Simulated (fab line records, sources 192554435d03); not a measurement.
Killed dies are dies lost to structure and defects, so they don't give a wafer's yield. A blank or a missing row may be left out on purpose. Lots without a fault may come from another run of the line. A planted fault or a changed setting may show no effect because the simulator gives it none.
fab line records | flow n5_finfet
record lots=4 wafers=12 last_day=18
route steps=1938 shown BEOL_M4@1099 BEOL_M5@1112 BEOL_M9@1401 PASSIVATION@1936
lots that met no fault: from a run of the same line without faults
start_h: hours from the record's first day to the start of the lot's first wafer shown | wait_h: hours since the lot's step before | " the same as in the row above | L1.1+2: a row that stands for several wafers | - no value, or no start given | * or withheld: withheld | < > ~ a bound
route shown NAME@n: a module of which the file shows steps, and the number in the route of the first | usual: mean/standard deviation of fault-free wafers | same: alike in all rows | chamber/n: place in a boat | sites: the reading at each site | _std_site: their standard deviation | _edge_site: outer sites' mean less inner sites' | radius_mm: how far each site lies from the wafer's centre | mask NAME#n: copy n | behind: the tool/chamber that last shaped the wafer | hold: why the lot was held/for how many hours/how that ended | device: the transistor (n, p or np) that didn't switch | end of line: the same wafers' tests at the end of the route | a step without rows: its recipe alone | killed: dies lost to structure and defects at the first sort, not the wafer's yield | map: a wafer's dies, x killed, . not, _ none there
set.NAME: the setting as run; set.NAME@STEP: as run at that earlier step | model.NAME: the simulator's own value behind a step, which no gauge read
lots at some steps of the route; a table a step, a row a wafer
services: from which hour (start_h, from the record's first day; less than 0 if before it) a tool's chamber was out of use, for how many hours, and why
## steps
# step N5_BEOL_M4_ANNEAL_95
# recipe temp_c=400 time_s=240 ambient=vacuum
# step N5_BEOL_M4_SPUTTER_96
# recipe material=Cu target_thk_a=45 temp_c=-20 chamber_pressure_pa=0.07 power_w=withheld time_s=8.29
# step N5_BEOL_M4_ECD_50
# recipe material=Cu target_thk_a=3000
# step N5_BEOL_M4_ANNEAL_51
# recipe temp_c=225 time_s=90 ambient=N2
# step N5_BEOL_M4_CMP_52
# recipe stop_on=SiOC t_overpolish_s=6.8 down_force_psi=1 platen_rpm=50 clearing_platen_down_force_psi=1.5 clearing_platen_rpm=50 post_cmp_clean=cu_alkaline target_thk_nm=40 clearing_platen_pad_velocity_m_s=0.99484 pad_velocity_m_s=0.99484
# step N5_BEOL_M4_PRE_CLEAN_60
# recipe gas=NH3/H2 time_s=15 temp_c=* rf_power_w=300
# step N5_BEOL_M4_CO_CAP_55
# recipe material=Co target_thk_a=20 temp_c=200 precursor=CCTBA/H2 pressure_torr=30 time_s=102.1
# step N5_BEOL_M4_PRE_CLEAN_56
# recipe gas=NH3 time_s=15 temp_c=withheld rf_power_w=300
# step N5_BEOL_M4_DEP_57
# recipe material=SiCN target_thk_a=80 temp_c=withheld precursor=3MS/NH3 pressure_torr=3 rf_w=202 time_s=14
# step N5_BEOL_M4_RC_MEAS_101
# usual DIBL_N=37.0/2.3 DIBL_P=37.3/2.8 IOFF_N=0.17/0.046 IOFF_P=0.23/0.054 ION_N=675/14 ION_P=460/9.3 SS_N=71.7/0.73 SS_P=73.6/0.95 VT_N=249/3.9 VT_P=-250/3.9
# columns lot.wafer tool chamber start_h wait_h DIBL_N[mV/V] DIBL_P[mV/V] IOFF_N[nA/um] IOFF_P[nA/um] ION_N[uA/um] ION_P[uA/um] SS_N[mV/dec] SS_P[mV/dec] VT_N[mV] VT_P[mV]
L240.1 prober-02 0 173.23 0.0 36.9 36.2 0.19 0.22 675 455 71.6 73.3 245 -250
L240.5 " 0 " " 37.7 38.0 0.20 0.26 681 469 71.6 74.2 246 -248
L240.6 " 0 " " 34.2 33.5 0.11 0.17 648 449 70.9 72.7 256 -256
L250.3 prober-02 0 248.51 0.3 36.3 37.7 0.16 0.24 667 464 71.0 73.4 248 -247
L250.4 " 0 " " 34.2 34.5 0.13 0.20 659 461 70.2 73.1 251 -249
L250.5 " 0 " " 38.9 40.7 0.24 0.32 700 478 71.8 74.5 243 -243
L253.1 prober-01 0 275.30 0.0 38.0 38.8 0.17 0.22 671 458 71.5 73.4 249 -253
L253.2 " 0 " " 36.8 37.0 0.16 0.20 687 464 71.2 73.2 249 -253
L253.4 " 0 " " 38.4 38.4 0.18 0.21 684 464 72.2 73.4 248 -252
L260.3 prober-02 0 320.02 0.3 34.7 34.0 0.13 0.18 655 449 71.6 73.3 252 -252
L260.5 " 0 " " 42.4 44.0 0.32 0.37 699 473 74.0 75.3 242 -244
L260.6 " 0 " " 37.3 38.3 0.20 0.25 673 458 72.0 74.7 248 -248
# step N5_BEOL_M5_ILD_DEP_00
# recipe material=SiCOH_lowk target_thk_a=1406.4 temp_c=300 precursor=DEMS/porogen pressure_torr=5 rf_w=500 time_s=25.9
# step N5_BEOL_M5_CURE_79
# recipe temp_c=385 time_s=240 ambient=He/Ar material=SiCOH_lowk
# step N5_BEOL_M5_PECVD_70
# recipe material=SiO2 target_thk_a=160 temp_c=400 precursor=TEOS/O2 pressure_torr=5.5 rf_w=450 teos_flow_sccm=53.8 gas=O2 flow_sccm=3000 time_s=18
# step N5_BEOL_M5_HM_DEP_02
# recipe material=TiN target_thk_a=200 temp_c=25 chamber_pressure_pa=0.49996
# step N5_BEOL_M5_COAT_59
# recipe resist=SOC temp_c=250 time_s=60 spin_rpm=1500 resist_thk_nm=60
# step N5_BEOL_M5_COAT_60
# recipe resist=SiARC temp_c=220 time_s=60 spin_rpm=1500 resist_thk_nm=12
# step N5_BEOL_M5_COAT_71
# recipe resist=underlayer temp_c=205 time_s=60 spin_rpm=1500 resist_thk_nm=5
# step N5_BEOL_M5_COAT_05
# recipe resist=CAR-EUV spin_rpm=1500 resist_thk_nm=30
# step N5_BEOL_M5_EBR_07
# recipe solvent=PGMEA ebr_width_mm=1.5
# step N5_BEOL_M5_SOFTBAKE_06
# recipe temp_c=110 time_s=60 resist=CAR-EUV
# step N5_BEOL_M5_EXPOSE_08
# recipe mask_id=M5 na=0.33 source_shape=annular sigma_inner=0.4 sigma_outer=0.8 polarization=unpolarized target_cd_nm=28 dose_mj=35.75
# step N5_BEOL_M5_PEB_09
# recipe peb_temp_c=100 peb_time_s=60 resist=CAR-EUV
# step N5_BEOL_M5_DEVELOP_10
# recipe develop_time_s=30 developer=TMAH resist=CAR-EUV rinse_liquid=surfactant_rinse dry=air_spin dev_temp_c=23
# step N5_BEOL_M5_DESCUM_16
# recipe chemistry=O2 time_s=7 source_power_w=50 bias_power_w=20 pressure_mtorr=20 rf_frequency_hz=2.712e+07 temp_c=40 resist=CAR-EUV o2_flow_sccm=225
# step N5_BEOL_M5_ETCH_72
# recipe chemistry=N2/H2 target=underlayer target_depth_a=65 mask_material=CAR-EUV time_s=5.2 ion_energy_ev=200 pressure_mtorr=30 source_w=840 bias_w=150 n2_flow_sccm=200 h2_flow_sccm=200 ends=cleared
# step N5_BEOL_M5_ETCH_61
# recipe chemistry=CF4 target=SiARC target_depth_a=156 mask_material=CAR-EUV time_s=26 ion_energy_ev=80 pressure_mtorr=40 source_w=545 bias_w=36 Ar_flow_sccm=100 cf4_flow_sccm=100 ends=cleared
# step N5_BEOL_M5_ETCH_62
# recipe chemistry=N2/H2 target=SOC target_depth_a=750 overetch_a=150 mask_material=SiARC temp_c=40 time_s=112.5 ion_energy_ev=200 pressure_mtorr=30 source_w=840 bias_w=150 n2_flow_sccm=200 h2_flow_sccm=200
# step N5_BEOL_M5_STRIP_63
# recipe chemistry=N2/H2 temp_c=40 n2_flow_sccm=200 h2_flow_sccm=200 rf_frequency_hz=6e+07
# step N5_BEOL_M5_STRIP_73
# recipe chemistry=N2/H2 temp_c=40 n2_flow_sccm=200 h2_flow_sccm=200 rf_frequency_hz=6e+07
# step N5_BEOL_M5_STRIP_64
# recipe chemistry=CF4 resist=SiARC power_w=300 bias_power_w=75 pressure_mtorr=50 cf4_flow_sccm=150 rf_frequency_hz=6e+07
# step N5_BEOL_M5_HM_OPEN_17
# recipe chemistry=Cl2/BCl3 target_depth_a=200 overetch_a=60 target=TiN mask_material=SOC ion_energy_ev=150 pressure_mtorr=10 icp_w=1000 bias_w=126 Cl2_flow_sccm=53.25 bcl3_flow_sccm=21.75 Ar_flow_sccm=25
# step N5_BEOL_M5_STRIP_19
# recipe chemistry=O2 power_w=400 temp_c=40 pressure_mtorr=30 rf_frequency_hz=6e+07 bias_power_w=0 overash_fraction=0.2 o2_flow_sccm=225
# step N5_BEOL_M5_COAT_65
# recipe resist=SOC temp_c=250 time_s=60 spin_rpm=1500 resist_thk_nm=60
# step N5_BEOL_M5_COAT_66
# recipe resist=SiARC temp_c=220 time_s=60 spin_rpm=1500 resist_thk_nm=12
# step N5_BEOL_M9_ILD_DEP_00
# recipe material=SiCOH_lowk target_thk_a=3085.1 temp_c=300 precursor=DEMS/porogen pressure_torr=5 rf_w=500 time_s=58
# usual chamber_pressure_Torr=5.000/0.01 heater_power_w=333/40 run_length_s=100.9/0.46 showerhead_plenum_p_Torr=5.735/0.016 throttle_valve_pct=13.6/0.57
# columns lot.wafer tool chamber start_h wait_h chamber_pressure_Torr heater_power_w run_length_s showerhead_plenum_p_Torr throttle_valve_pct model.SiCOH_lowk_of_BEOL_M9_ILD_DEP_00.thk_nm
L240.1 pecvd-02 1 212.58 0.0 5.001 312 100.4 5.731 14.3 305.8
L240.5 " 1 " " 4.989 336 101.2 5.747 14.6 311.6
L240.6 " 0 " " 5.017 300 101.0 5.777 13.7 317.6
L250.3 pecvd-02 2 290.91 0.1 4.986 394 99.8 5.729 13.5 308.6
L250.4 " 1 " " 4.990 314 143.0 5.738 14.5 534
L250.5 " 2 " " 4.993 401 142.6 5.724 13.4 531.4
L253.1 pecvd-02 1 322.19 0.0 4.992 343 100.3 5.730 14.6 306.8
L253.2 " 2 " " 4.997 419 99.9 5.733 13.7 303.8
L253.4 " 2 " " 4.993 401 142.7 5.731 13.6 527.8
L260.3 pecvd-03 2 359.47 0.0 4.976 325 100.5 5.723 13.0 310.4
L260.5 " 2 " " 4.997 327 100.8 5.730 13.0 314.4
L260.6 " 1 " " 5.011 333 101.6 5.747 14.1 310.2
# step N5_BEOL_M9_THK_MEAS_01
# recipe reads=SiCOH_lowk_of_BEOL_M9_ILD_DEP_00
# usual M9_ILD_THK=270/3.6
# columns lot.wafer tool chamber start_h wait_h M9_ILD_THK[nm]
L240.1 film_metro-02 - 213.17 0.4 266
L240.5 " - " " 271
L240.6 " - " " 276
L250.3 film_metro-02 - 291.50 0.3 268
L250.4 " - " " 469
L250.5 " - " " 468
L253.1 film_metro-01 - 323.15 0.4 266
L253.2 " - " " 264
L253.4 " - " " 464
L260.3 film_metro-01 - 360.06 0.3 269
L260.5 " - " " 273
L260.6 " - " " 270
# step N5_BEOL_M9_CMP_52
# recipe stop_on=SiCOH_lowk t_overpolish_s=7 down_force_psi=1 platen_rpm=50 clearing_platen_down_force_psi=1.5 clearing_platen_rpm=50 post_cmp_clean=cu_alkaline target_thk_nm=140 clearing_platen_pad_velocity_m_s=0.99484 pad_velocity_m_s=0.99484
# usual motor_current_A=6.3/0.76 pad_life_wafers=1069/630 slurry_flow_ml_min=150.1/0.5
# columns lot.wafer tool chamber start_h wait_h motor_current_A pad_life_wafers slurry_flow_ml_min model.SiCOH_lowk_of_BEOL_M9_ILD_DEP_00.thk_nm
L240.1 cmp-04 0 219.43 0.4 6.2 1299 149.0 262.6
L240.6 " 1 " " 5.0 - 149.9 273
L240.5 " 2 " " 7.2 - 149.4 267.6
L250.3 cmp-04 0 302.03 0.2 6.7 1981 150.3 265.2
L250.4 " 2 " " 7.1 1983 151.3 466.8
L250.5 " 3 " " 7.4 - 149.3 464.2
L253.2 cmp-04 0 330.31 0.2 6.5 222 150.3 260.8
L253.1 " 2 " " 7.0 224 150.2 263.4
L253.4 " 3 " " 7.9 225 150.4 461
L260.3 cmp-04 0 369.63 0.2 6.2 559 150.3 266.6
L260.5 " 3 " " 7.4 - 150.3 270.2
L260.6 " 0 " " 6.3 - 150.0 266.6
# step N5_PASSIVATION_PROBE_49
# usual defect_limited_yield=91.5/1.3 killed_at_M0_to_M3=36/10 killed_at_M4_up=13/4.7 killed_at_contacts=13/6.7 killed_at_front_end=37/9.7 killed_at_other=2.6/2.3 killed_dies=101/15 killed_on_rim=14/4.3 killed_open=67/12 killed_short=32/6.7 sort_bin_4_leakage=0.0/0.31 sort_bin_5_function=5.0/0.89 sort_bin_6_memory=3.2/0.63 sort_bin_8_speed=0.01/0.03 sort_n_pass=1079/16 sort_yield_pct=91.4/1.4
# same gross_dies=1180 killed_at_back_side=0
# columns lot.wafer tool chamber start_h wait_h defect_limited_yield[%] killed_at_M0_to_M3 killed_at_M4_up killed_at_contacts killed_at_front_end killed_at_other killed_dies killed_on_rim killed_open killed_short sort_bin_4_leakage[%] sort_bin_5_function[%] sort_bin_6_memory[%] sort_bin_8_speed[%] sort_n_pass sort_yield_pct[%]
L250.3 prober-01 - 364.15 0.1 90.8 45 11 7 42 3 108 10 71 35 0 5.8 3.2 0 1072 90.8
L250.4 prober-01 - 364.20 0.2 0 53 1079 13 32 3 1180 152 69 38 0 96.7 3.1 0 0 0
L250.5 prober-01 - 364.25 0.2 0 30 1090 8 48 4 1180 152 62 38 0 96.0 3.8 0 0 0
L253.1 prober-01 - 383.11 0.0 93.3 19 9 24 20 7 79 13 44 35 0 4.2 2.5 0 1101 93.3
L253.2 prober-01 - 383.16 0.1 90.7 36 9 24 33 8 110 20 70 40 0 4.9 4.1 0 1070 90.7
L253.4 prober-01 - 383.26 0.2 0 20 1089 33 33 5 1180 152 79 24 0 96.3 3.3 0 0 0
# killed by level:class
L250.3 BEOL_M0_SAQP:geometric_particle:open=13 BEOL_M0_SAQP:geometric_particle:short=12 FIN_SAQP:geometric_particle:open=11 DUMMY_GATE:geometric_particle:open=8 MOL_CONTACT_COAG:geometric_particle:open=7 BEOL_M1:geometric_particle:open=7 FIN_SAQP:geometric_particle:short=6 GATE_CUT:geometric_particle:open=5
L250.4 BEOL_M9:area_etch=1071 BEOL_M0_SAQP:geometric_particle:open=20 BEOL_M0_SAQP:geometric_particle:short=13 MOL_CONTACT_COAG:geometric_particle:open=11 BEOL_M1:geometric_particle:open=7 BEOL_M2:geometric_particle:open=6 FIN_SAQP:geometric_particle:short=5 STI_FIN_REVEAL:geometric_particle:open=5
L250.5 BEOL_M9:area_etch=1078 FIN_SAQP:geometric_particle:open=10 BEOL_M0_SAQP:geometric_particle:short=9 BEOL_M4:geometric_particle:open=8 DUMMY_GATE:geometric_particle:open=7 STI_FIN_REVEAL:geometric_particle:open=6 BEOL_M0_SAQP:geometric_particle:open=6 BEOL_M1:geometric_particle:open=5
L253.1 MOL_CONTACT_COAG:geometric_particle:open=16 MOL_CONTACT_COAG:geometric_particle:short=8 FIN_SAQP:geometric_particle:short=6 BEOL_M0_SAQP:geometric_particle:open=5 FIN_SAQP:geometric_particle:open=3 STI_FIN_REVEAL:geometric_particle:short=3 BEOL_M0_SAQP:geometric_particle:short=3 BEOL_M3:geometric_particle:open=3
L253.2 MOL_CONTACT_COAG:geometric_particle:open=17 FIN_SAQP:geometric_particle:open=13 FIN_SAQP:geometric_particle:short=10 MOL_CONTACT_COAG:geometric_particle:short=7 BEOL_M0_SAQP:geometric_particle:open=7 BEOL_M3:geometric_particle:open=7 BEOL_M0_SAQP:geometric_particle:short=6 BEOL_M2:geometric_particle:open=6
L253.4 BEOL_M9:area_etch=1076 MOL_CONTACT_COAG:geometric_particle:open=30 FIN_SAQP:geometric_particle:open=12 FIN_SAQP:geometric_particle:short=9 BEOL_M1:geometric_particle:open=8 BEOL_M4:geometric_particle:open=8 BEOL_M3:geometric_particle:open=6 BEOL_M6:geometric_particle:open=4
# map L250.4 (x killed, . not)
_________________xxxxxxxxxxxx________________
______________xxxxxxxxxxxxxxxxxx_____________
___________xxxxxxxxxxxxxxxxxxxxxxxx__________
__________xxxxxxxxxxxxxxxxxxxxxxxxxx_________
________xxxxxxxxxxxxxxxxxxxxxxxxxxxxxx_______
_______xxxxxxxxxxxxxxxxxxxxxxxxxxxxxxxx______
______xxxxxxxxxxxxxxxxxxxxxxxxxxxxxxxxxx_____
_____xxxxxxxxxxxxxxxxxxxxxxxxxxxxxxxxxxxx____
____xxxxxxxxxxxxxxxxxxxxxxxxxxxxxxxxxxxxxx___
___xxxxxxxxxxxxxxxxxxxxxxxxxxxxxxxxxxxxxxxx__
___xxxxxxxxxxxxxxxxxxxxxxxxxxxxxxxxxxxxxxxx__
__xxxxxxxxxxxxxxxxxxxxxxxxxxxxxxxxxxxxxxxxxx_
__xxxxxxxxxxxxxxxxxxxxxxxxxxxxxxxxxxxxxxxxxx_
_xxxxxxxxxxxxxxxxxxxxxxxxxxxxxxxxxxxxxxxxxxxx
_xxxxxxxxxxxxxxxxxxxxxxxxxxxxxxxxxxxxxxxxxxxx
_xxxxxxxxxxxxxxxxxxxxxxxxxxxxxxxxxxxxxxxxxxxx
_xxxxxxxxxxxxxxxxxxxxxxxxxxxxxxxxxxxxxxxxxxxx
_xxxxxxxxxxxxxxxxxxxxxxxxxxxxxxxxxxxxxxxxxxxx
_xxxxxxxxxxxxxxxxxxxxxxxxxxxxxxxxxxxxxxxxxxxx
_xxxxxxxxxxxxxxxxxxxxxxxxxxxxxxxxxxxxxxxxxxxx
_xxxxxxxxxxxxxxxxxxxxxxxxxxxxxxxxxxxxxxxxxxxx
__xxxxxxxxxxxxxxxxxxxxxxxxxxxxxxxxxxxxxxxxxx_
__xxxxxxxxxxxxxxxxxxxxxxxxxxxxxxxxxxxxxxxxxx_
___xxxxxxxxxxxxxxxxxxxxxxxxxxxxxxxxxxxxxxxx__
___xxxxxxxxxxxxxxxxxxxxxxxxxxxxxxxxxxxxxxxx__
____xxxxxxxxxxxxxxxxxxxxxxxxxxxxxxxxxxxxxx___
_____xxxxxxxxxxxxxxxxxxxxxxxxxxxxxxxxxxxx____
______xxxxxxxxxxxxxxxxxxxxxxxxxxxxxxxxxx_____
_______xxxxxxxxxxxxxxxxxxxxxxxxxxxxxxxx______
________xxxxxxxxxxxxxxxxxxxxxxxxxxxxxx_______
__________xxxxxxxxxxxxxxxxxxxxxxxxxx_________
___________xxxxxxxxxxxxxxxxxxxxxxxx__________
______________xxxxxxxxxxxxxxxxxx_____________
_________________xxxxxxxxxxxx________________
# map L253.4 (x killed, . not)
_________________xxxxxxxxxxxx________________
______________xxxxxxxxxxxxxxxxxx_____________
___________xxxxxxxxxxxxxxxxxxxxxxxx__________
__________xxxxxxxxxxxxxxxxxxxxxxxxxx_________
________xxxxxxxxxxxxxxxxxxxxxxxxxxxxxx_______
_______xxxxxxxxxxxxxxxxxxxxxxxxxxxxxxxx______
______xxxxxxxxxxxxxxxxxxxxxxxxxxxxxxxxxx_____
_____xxxxxxxxxxxxxxxxxxxxxxxxxxxxxxxxxxxx____
____xxxxxxxxxxxxxxxxxxxxxxxxxxxxxxxxxxxxxx___
___xxxxxxxxxxxxxxxxxxxxxxxxxxxxxxxxxxxxxxxx__
___xxxxxxxxxxxxxxxxxxxxxxxxxxxxxxxxxxxxxxxx__
__xxxxxxxxxxxxxxxxxxxxxxxxxxxxxxxxxxxxxxxxxx_
__xxxxxxxxxxxxxxxxxxxxxxxxxxxxxxxxxxxxxxxxxx_
_xxxxxxxxxxxxxxxxxxxxxxxxxxxxxxxxxxxxxxxxxxxx
_xxxxxxxxxxxxxxxxxxxxxxxxxxxxxxxxxxxxxxxxxxxx
_xxxxxxxxxxxxxxxxxxxxxxxxxxxxxxxxxxxxxxxxxxxx
_xxxxxxxxxxxxxxxxxxxxxxxxxxxxxxxxxxxxxxxxxxxx
_xxxxxxxxxxxxxxxxxxxxxxxxxxxxxxxxxxxxxxxxxxxx
_xxxxxxxxxxxxxxxxxxxxxxxxxxxxxxxxxxxxxxxxxxxx
_xxxxxxxxxxxxxxxxxxxxxxxxxxxxxxxxxxxxxxxxxxxx
_xxxxxxxxxxxxxxxxxxxxxxxxxxxxxxxxxxxxxxxxxxxx
__xxxxxxxxxxxxxxxxxxxxxxxxxxxxxxxxxxxxxxxxxx_
__xxxxxxxxxxxxxxxxxxxxxxxxxxxxxxxxxxxxxxxxxx_
___xxxxxxxxxxxxxxxxxxxxxxxxxxxxxxxxxxxxxxxx__
___xxxxxxxxxxxxxxxxxxxxxxxxxxxxxxxxxxxxxxxx__
____xxxxxxxxxxxxxxxxxxxxxxxxxxxxxxxxxxxxxx___
_____xxxxxxxxxxxxxxxxxxxxxxxxxxxxxxxxxxxx____
______xxxxxxxxxxxxxxxxxxxxxxxxxxxxxxxxxx_____
_______xxxxxxxxxxxxxxxxxxxxxxxxxxxxxxxx______
________xxxxxxxxxxxxxxxxxxxxxxxxxxxxxx_______
__________xxxxxxxxxxxxxxxxxxxxxxxxxx_________
___________xxxxxxxxxxxxxxxxxxxxxxxx__________
______________xxxxxxxxxxxxxxxxxx_____________
_________________xxxxxxxxxxxx________________
## services
# columns tool chamber start_h hours kind
pecvd-02 1 200.13 5.5 scheduled_down
pecvd-03 2 202.43 - clean
pecvd-03 2 202.43 - consumable_replace:showerhead
pecvd-03 2 202.43 29.0 scheduled_down
pecvd-03 2 202.43 29.0 vent_cycle
cmp-04 - 225.15 0.9 repair
pecvd-03 1 235.50 1.9 repair
cmp-04 - 268.51 0.4 repair
pecvd-02 0 290.72 - clean
pecvd-02 0 290.72 29.5 scheduled_down
pecvd-02 0 290.72 29.5 vent_cycle
cmp-04 - 308.07 4.0 pm
cmp-04 - 312.07 - consumable_replace:conditioner
cmp-04 - 312.07 - consumable_replace:pad
pecvd-02 0 320.22 2.1 scheduled_down
pecvd-02 0 343.78 5.5 scheduled_down
cmp-04 - 350.95 1.7 repair
pecvd-02 1 354.90 2.1 scheduled_down
## key
first_sign step=N5_BEOL_M9_ILD_DEP_00 reading=run_length_s direction=up sigmas=91 usual=* struck=*
effect step=N5_BEOL_M9_THK_MEAS_01 reading=M9_ILD_THK direction=up sigmas=55 usual=270 struck=467
effect step=N5_PASSIVATION_PROBE_49 reading=killed_at_M4_up direction=up sigmas=99+ usual=13 struck=1086
model_effect step=N5_BEOL_M9_ILD_DEP_00 value=SiCOH_lowk_of_BEOL_M9_ILD_DEP_00.thk_nm without=309.2 struck=531.1
model_effect step=N5_BEOL_M9_CMP_52 value=SiCOH_lowk_of_BEOL_M9_ILD_DEP_00.thk_nm without=265.6 struck=464
more_kills_born_at N5_BEOL_M9_ETCH_41@rie_diel-02=2149 N5_BEOL_M9_ETCH_41@rie_diel-06=1076
met_at N5_BEOL_M9_ILD_DEP_00
struck_wafers L250.4,L250.5,L253.4
later_rows_left_out L250.4,L250.5,L253.4
onset_between 212.58 290.91
fault kind=process_parameter_drift tool=pecvd-02 chamber=- onset_h=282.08 steps=N5_BEOL_M9_ILD_DEP_00 channel=time_s offset=* shape=step end_h=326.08 scope=struck_wafers_only acts_in=* stated=*
# later_rows_left_out: the simulator's readings of these wafers behind a module that went badly wrong aren't trusted and aren't shown, but for the sort
